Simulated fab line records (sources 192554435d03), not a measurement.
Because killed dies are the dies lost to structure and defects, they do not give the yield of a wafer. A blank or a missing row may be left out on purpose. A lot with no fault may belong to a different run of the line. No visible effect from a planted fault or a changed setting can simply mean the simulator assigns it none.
A lot that was struck, set against a sound lot	flow n5Finfet	18 out of 1938 route steps
Sound: the wafers L449.1, L449.2, L449.5. Struck: wafer L440.2. (L440.4, L440.6 of the same lot were not struck and are left out.) The cause comes at the end.
At each step with rows: each side's tool, then ch and its chambers, then its first start. Under that, the readings that differ: sound wafers	struck wafers	difference of the means	sigmas: that difference in standard deviations of wafers without a fault.
alike: words and numbers the same on both sides, and readings whose means are apart by under 2 such deviations; not compared: readings that were withheld, readings missing a value for some wafer, numbers with overlapping values and no deviation given by the record, and bounds like >300 which may hide the same value.
The two part at a step that has a row with sigmas, a row that says differs or no value, or rows on one side only. Non-overlapping numbers with no deviation appear without sigmas and do not part them. A reading that every wafer of one side lacks parts them only if that side has two wafers or more.

first, 6 steps without rows for these wafers: N5_BEOL_M5_COAT_22 (resist thk 30 nm); N5_BEOL_M5_EBR_24; N5_BEOL_M5_SOFTBAKE_23 (time 60 s); N5_BEOL_M5_EXPOSE_25 (exposes mask V4, defocus 10 nm); N5_BEOL_M5_PEB_26 (peb time 60 s); N5_BEOL_M5_DEVELOP_27 (develop time 30 s).
N5_BEOL_M5_CD_MEAS_28: target cd 30.6 nm, target cd y 20 nm.
  sound on cdSem-02 ch 0, day 12 09:05; struck on cdSem-02 ch 0, day 10 15:31
reading	sound	struck	difference	sigmas
cdNm (nm)	30.05 30.72 30.34	30.99	+0.62	+2
N5_BEOL_M5_OVL_MEAS_29:
  sound on overlay-02 ch 0, day 12 09:07; struck on overlay-01 ch 0, day 10 15:32
  alike: V4_OVL
N5_BEOL_M5_INSPECT_30: inspects for defects (brightfield).
  struck on defectInspect-01, day 10 15:35; sound on defectInspect-01, day 12 09:11
  alike: rawDefectCount
N5_BEOL_M5_DESCUM_33: chemistry O2, time 7 s.
  sound on rieDiel-05 ch 1,3, day 12 09:46; struck on rieDiel-04 ch 1, day 10 15:38
  alike: drypumpMotorCurrentA, oesProductAu, rfVppV, showerheadPlenumPTorr, throttleValvePct
  not compared: rfHoursCounterH
N5_BEOL_M5_ETCH_75: etches underlayer in N2/H2, target depth 6.5 nm, time 5.2 s.
  sound on rieDiel-05 ch 1,3, day 12 09:47; struck on rieDiel-04 ch 1, day 10 15:40
  alike: drypumpMotorCurrentA, etchRfOnTimeS, oesProductAu, rfVppV, showerheadPlenumPTorr, throttleValvePct
  not compared: rfHoursCounterH
N5_BEOL_M5_ETCH_67: etches SiARC in CF4, target depth 15.6 nm, time 26 s.
  sound on rieDiel-05 ch 1,3, day 12 09:49; struck on rieDiel-04 ch 1, day 10 15:41
  alike: drypumpMotorCurrentA, etchRfOnTimeS, oesProductAu, rfVppV, showerheadPlenumPTorr, throttleValvePct
  not compared: rfHoursCounterH
N5_BEOL_M5_ETCH_68: etches SOC in N2/H2, target depth 80 nm, overetch 16 nm, time 120 s.
  sound on rieDiel-05 ch 1,3, day 12 09:50; struck on rieDiel-04 ch 1, day 10 15:43
reading	sound	struck	difference	sigmas
model.SiARC_of_BEOL_M5_COAT_66.thkNm (nm)	6.4 6.4 6.4	3	-3	
model.BEOL_M5.cdNm (nm)	28.2 28 28.4	28.8	+0.6	
  alike: drypumpMotorCurrentA, oesProductAu, rfVppV, showerheadPlenumPTorr, throttleValvePct
  not compared: rfHoursCounterH
then, 2 steps without rows for these wafers: N5_BEOL_M5_STRIP_69 (strips in N2/H2); N5_BEOL_M5_STRIP_76 (strips in N2/H2).
N5_BEOL_M5_VIA_ETCH_34: etches SiCOH lowk in C4F6/O2, target depth 88.3 nm, time 39.2 s.
  sound on rieDiel-05 ch 1,3, day 12 09:56; struck on rieDiel-04 ch 1, day 10 15:49
reading	sound	struck	difference	sigmas
model.BEOL_M5.cdNm (nm)	28.4 28.2 28.6	28.8	+0.4	
  alike: drypumpMotorCurrentA, oesProductAu, rfVppV, showerheadPlenumPTorr, throttleValvePct
  not compared: rfHoursCounterH
then, 1 step without rows for these wafers: N5_BEOL_M5_STRIP_85 (strips in C4F6/O2).
N5_PASSIVATION_PROBE_49:
  rows exist in the record for the sound wafers here (prober-02, day 17 03:38), none for the struck ones

WHERE THEY PART
Last at N5_PASSIVATION_PROBE_49 as far as this record goes, first at N5_BEOL_M5_CD_MEAS_28.

WHY: whatever the simulator had introduced
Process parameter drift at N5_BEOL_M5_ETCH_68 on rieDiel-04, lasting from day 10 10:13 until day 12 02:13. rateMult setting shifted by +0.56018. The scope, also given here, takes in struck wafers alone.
